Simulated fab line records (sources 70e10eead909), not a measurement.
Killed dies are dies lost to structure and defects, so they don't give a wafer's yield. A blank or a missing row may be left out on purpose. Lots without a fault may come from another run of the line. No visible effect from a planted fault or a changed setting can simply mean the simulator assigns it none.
Which tool was responsible? | flow nand_harc | 33 wafers from 11 lots sampled at 5 of the route's 1159 steps

## WHAT THE GAUGES READ, wafer by wafer
NHARC_A_CONTACT_OVL_MEAS_09. Usual: overlay_x_nm 0.0 nm, standard deviation 0.9; overlay_y_nm -0.2 nm, standard deviation 0.8.
lot  | measured     | on         | overlay_x_nm (nm) | overlay_y_nm (nm) | flag
L171 | day 18 01:41 | overlay-01 | 1.0 1.8 1.2       | -0.1 -0.9 -0.4    |
L178 | day 19 13:56 | overlay-02 | 0.7 0.0 1.0       | -0.7 -1.1 -0.3    |
L177 | day 19 18:17 | overlay-01 | -1.1 -1.2 -0.7    | 0.4 0.5 0.0       |
L181 | day 19 21:18 | overlay-01 | 0.5 0.4 0.6       | 0.2 -0.2 0.1      |
L184 | day 20 05:48 | overlay-02 | -1.4 -1.1 -0.8    | -0.9 -0.7 -0.7    |
L188 | day 21 06:44 | overlay-01 | 0.1 -0.1 0.3      | -1.0 -1.6 -1.0    |
L185 | day 21 09:46 | overlay-01 | 0.4 1.0 1.4       | -0.5 -0.2 -0.8    |
L186 | day 21 13:44 | overlay-01 | -1.1 -0.5 -0.7    | 0.1 0.7 -0.1      |
L191 | day 22 19:20 | overlay-02 | -0.5 -0.2 -0.5    | -0.5 0.3 -0.1     |
L189 | day 23 00:23 | overlay-02 | 0.4 0.5 0.6       | -0.6 -0.7 -0.8    |
L190 | day 23 03:01 | overlay-01 | -0.4 -0.6 -0.5    | -1.2 -1.1 -1.0    |

NHARC_END_SORT_01. Usual: killed_at_array 27, standard deviation 11; killed_at_other 0.7, standard deviation 1.1; killed_at_periphery 3.6, standard deviation 2.4; killed_dies 32, standard deviation 11; killed_open 3.3, standard deviation 1.8; killed_short 2.1, standard deviation 1.5.
lot  | measured     | on        | killed_at_array | killed_at_other | killed_at_periphery | killed_dies | killed_open | killed_short | flag
L177 | day 22 14:36 | prober-02 | 674 35 58       | 1 2 0           | 2 6 2               | 677 43 60   | 5 1 6       | 0 3 5        | OFF
L181 | day 22 13:46 | prober-01 | 29 29 673       | 0 0 1           | 3 2 2               | 32 31 676   | 2 5 7       | 3 1 3        | OFF
L184 | day 22 22:17 | prober-02 | 41 48 36        | 2 1 2           | 3 6 4               | 46 55 42    | 3 2 1       | 1 4 3        |
L185 | day 24 00:59 | prober-01 | 16 14 10        | 0 0 2           | 4 0 8               | 20 14 20    | 5 2 4       | 1 2 1        |
L186 | day 24 09:49 | prober-01 | 27 33 17        | 1 2 0           | 5 3 3               | 33 38 20    | 2 3 1       | 1 1 1        |
L191 | day 24 21:50 | prober-01 | 18 21 37        | 3 1 1           | 3 6 4               | 24 28 42    | 3 4 6       | 2 1 3        |
L189 | day 25 06:00 | prober-02 | 38 26 40        | 1 0 0           | 5 1 1               | 44 27 41    | 2 5 3       | 3 1 1        |

## WHICH TOOL RAN EACH LOT (tool, then ch and the chambers of the sampled wafers, then the start)
lot  | NHARC_A_CONTACT_ETCH_31            | NHARC_A_CONTACT_ETCH_135             | NHARC_A_CONTACT_ETCH_98
L171 | rie_diel-03 ch 2,3, day 18 02:25   | har_cap_etch-01 ch 0,1, day 18 03:03 | rie_diel-08 ch 0,2,3, no start
L178 | rie_diel-08 ch 2,3, day 19 14:38   | har_cap_etch-01 ch 0,1, day 19 15:15 | rie_diel-13 ch 1,2, no start
L177 | rie_diel-08 ch 1,2,3, day 19 19:19 | har_cap_etch-01 ch 1, day 19 19:56   | rie_diel-03 ch 1,3, day 19 21:03
L181 | rie_diel-08 ch 1,3, day 19 22:23   | har_cap_etch-03 ch 1, day 19 22:57   | rie_diel-03 ch 1,2, day 20 00:11
L184 | rie_diel-03 ch 0,2,3, day 20 06:34 | har_cap_etch-02 ch 0,1, day 20 07:07 | rie_diel-03 ch 0,3, day 22 22:17 or earlier
L188 | rie_diel-03 ch 1,2,3, day 21 07:49 | har_cap_etch-01 ch 0,1, day 21 08:24 | rie_diel-03 ch 0,2, no start
L185 | rie_diel-03 ch 0,1, day 21 10:35   | har_cap_etch-03 ch 0,1, day 21 11:15 | rie_diel-03 ch 0,2,3, day 24 00:59 or earlier
L186 | rie_diel-03 ch 2,3, day 21 14:28   | har_cap_etch-01 ch 0,1, day 21 15:05 | rie_diel-13 ch 0,1,3, day 24 09:49 or earlier
L191 | rie_diel-03 ch 2,3, day 22 20:46   | har_cap_etch-01 ch 0,1, day 22 21:19 | rie_diel-03 ch 0,1, day 24 21:50 or earlier
L189 | rie_diel-03 ch 0,3, day 23 01:11   | har_cap_etch-03 ch 0,1, day 23 01:44 | rie_diel-03 ch 0,3, day 25 06:00 or earlier
L190 | rie_diel-03 ch 0,1, day 23 03:43   | har_cap_etch-03 ch 0,1, day 23 04:22 | rie_diel-03 ch 1,2,3, no start
- NHARC_A_CONTACT_ETCH_31: etches the open film in O2/COS, target depth 2000 nm, time 520 s.
- NHARC_A_CONTACT_ETCH_135: etches the open film in C4F8/O2/Ar, time 132 s, target depth 1287 nm.
- NHARC_A_CONTACT_ETCH_98: etches the open film in C4F6/O2, target depth 20 nm, time 10 s.

## AS READ BY THE TOOLS THEMSELVES (means over the sampled wafers that have a number; for cases with no such wafer, the mark the record gives instead)
NHARC_A_CONTACT_ETCH_31. Usual: chamber_pressure_mTorr 20.001 mTorr, standard deviation 0.018; drypump_motor_current_A 5.8 A, standard deviation 0.46; oes_product_au 0.999 a.u., standard deviation 0.011; rf_vpp_V 313.4 V, standard deviation 2.2; showerhead_plenum_p_Torr 3.07 Torr, standard deviation 0.14; throttle_valve_pct 28.329 %, standard deviation 0.0095.
lot  | tool        | chamber_pressure_mTorr (mTorr) | drypump_motor_current_A (A) | oes_product_au (a.u.) | rf_vpp_V (V) | showerhead_plenum_p_Torr (Torr) | throttle_valve_pct (%) | flag
L171 | rie_diel-03 | 20.006                         | 6.3                         | 1.001                 | 313.1        | 3.03                            | 28.332                 |
L178 | rie_diel-08 | 20.005                         | 5.2                         | 1.009                 | 311.6        | 2.91                            | 28.323                 |
L177 | rie_diel-08 | 20.000                         | 5.5                         | 0.950                 | 310.7        | 2.91                            | 28.328                 | OFF
L181 | rie_diel-08 | 19.992                         | 5.5                         | 0.958                 | 311.6        | 2.90                            | 28.321                 | OFF
L184 | rie_diel-03 | 20.002                         | 6.1                         | 0.996                 | 313.1        | 3.04                            | 28.323                 |
L188 | rie_diel-03 | 20.013                         | 5.9                         | 1.002                 | 314.8        | 3.14                            | 28.332                 |
L185 | rie_diel-03 | 19.989                         | 5.6                         | 1.003                 | 315.2        | 3.22                            | 28.326                 |
L186 | rie_diel-03 | 20.004                         | 6.3                         | 0.997                 | 312.1        | 3.02                            | 28.331                 |
L191 | rie_diel-03 | 20.007                         | 6.3                         | 0.992                 | 312.7        | 3.01                            | 28.339                 |
L189 | rie_diel-03 | 20.005                         | 6.3                         | 0.995                 | 311.9        | 2.98                            | 28.327                 |
L190 | rie_diel-03 | 20.007                         | 5.7                         | 1.007                 | 314.3        | 3.12                            | 28.341                 |

NHARC_A_CONTACT_ETCH_135. Usual: chamber_pressure_mTorr at 20.001 mTorr, with a standard deviation of 0.018.
lot  | tool            | chamber_pressure_mTorr (mTorr) | flag
L171 | har_cap_etch-01 | 20.000                         |
L178 | har_cap_etch-01 | 20.016                         |
L177 | har_cap_etch-01 | 19.985                         |
L181 | har_cap_etch-03 | 19.999                         |
L184 | har_cap_etch-02 | 20.006                         |
L188 | har_cap_etch-01 | 19.988                         |
L185 | har_cap_etch-03 | 20.004                         |
L186 | har_cap_etch-01 | 19.980                         |
L191 | har_cap_etch-01 | 20.007                         |
L189 | har_cap_etch-03 | 19.998                         |
L190 | har_cap_etch-03 | 19.987                         |

NHARC_A_CONTACT_ETCH_98. Usual: c4f6_flow_sccm 25.00 sccm, standard deviation 0.078; chamber_pressure_mTorr 30.001 mTorr, standard deviation 0.027; drypump_motor_current_A 5.8 A, standard deviation 0.44; oes_product_au 0.959 a.u., standard deviation 0.023; rf_vpp_V 546 V, standard deviation 3.8; showerhead_plenum_p_Torr 3.87 Torr, standard deviation 0.18; throttle_valve_pct 26.903 %, standard deviation 0.0094.
lot  | tool        | c4f6_flow_sccm (sccm) | chamber_pressure_mTorr (mTorr) | drypump_motor_current_A (A) | oes_product_au (a.u.) | rf_vpp_V (V) | showerhead_plenum_p_Torr (Torr) | throttle_valve_pct (%) | flag
L171 | rie_diel-08 | 25.04                 | 29.991                         | 5.3                         | 0.956                 | 542          | 3.70                            | 26.902                 |
L178 | rie_diel-13 | 24.98                 | 29.987                         | 5.3                         | 0.947                 | 544          | 3.81                            | 26.912                 |
L177 | rie_diel-03 | 25.06                 | 29.973                         | 6.1                         | 0.929                 | 546          | 3.88                            | 26.900                 |
L181 | rie_diel-03 | 24.95                 | 30.010                         | 5.7                         | 0.970                 | 549          | 4.01                            | 26.900                 |
L184 | rie_diel-03 | 24.93                 | 30.001                         | 6.1                         | 0.942                 | 544          | 3.79                            | 26.903                 |
L188 | rie_diel-03 | 25.00                 | 30.008                         | 5.9                         | 0.957                 | 546          | 3.89                            | 26.906                 |
L185 | rie_diel-03 | 25.01                 | 29.997                         | 6.1                         | 0.953                 | 545          | 3.82                            | 26.899                 |
L186 | rie_diel-13 | 25.02                 | 29.997                         | 6.1                         | 0.951                 | 546          | 3.87                            | 26.909                 |
L191 | rie_diel-03 | 25.06                 | 29.997                         | 5.6                         | 0.947                 | 549          | 4.04                            | 26.898                 |
L189 | rie_diel-03 | 25.01                 | 30.010                         | 6.3                         | 0.945                 | 544          | 3.76                            | 26.911                 |
L190 | rie_diel-03 | 25.09                 | 30.020                         | 5.9                         | 0.955                 | 547          | 3.93                            | 26.901                 |

## THE ANSWER, worked out from the rows above alone
Rule: take the mean of a lot's wafers that have a number; if it is more than 3 standard deviations from the usual mean, the lot is off. Also off: a lot with no number at a reading for which 4 or more lots have one. Any other lot the step has rows for is counted as sound. Order of review: gauges by route order, followed by the tools' own readings, for which a lot's mean as printed above is used. At the first step where some lot is off, the reading lying furthest off is the one used; lots without a number count as furthest.
Off: L177, L181, at NHARC_END_SORT_01 (killed_at_array). Neither off nor sound, because the step has no rows for them: L171, L178, L188, L190.
A tool fits if, at a process step before that reading, it ran every lot that is off, and no sound lot after the first of them. The gauges at NHARC_END_SORT_01 aren't tried: what is off there is off at NHARC_A_CONTACT_ETCH_31 too, on other tools, and a gauge's error can't cause that. With no start given for some of its lots, NHARC_A_CONTACT_ETCH_98 uses the hours and lot order of NHARC_END_SORT_01. One candidate fits, namely rie_diel-08 at NHARC_A_CONTACT_ETCH_31. It ran no sound lot before its first lot that is off in this sample, so the start can't be narrowed down.
The tool's own readings at NHARC_A_CONTACT_ETCH_31 bear it out: on the lots that are off they differ by more than 5 times the standard deviation of the sound lots' means. oes_product_au reads 0.954 a.u. there against 0.997 a.u. on the sound lots.

## WHAT THE SIMULATOR PUT IN
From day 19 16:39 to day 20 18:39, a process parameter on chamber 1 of rie_diel-08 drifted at NHARC_A_CONTACT_ETCH_31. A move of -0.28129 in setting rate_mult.
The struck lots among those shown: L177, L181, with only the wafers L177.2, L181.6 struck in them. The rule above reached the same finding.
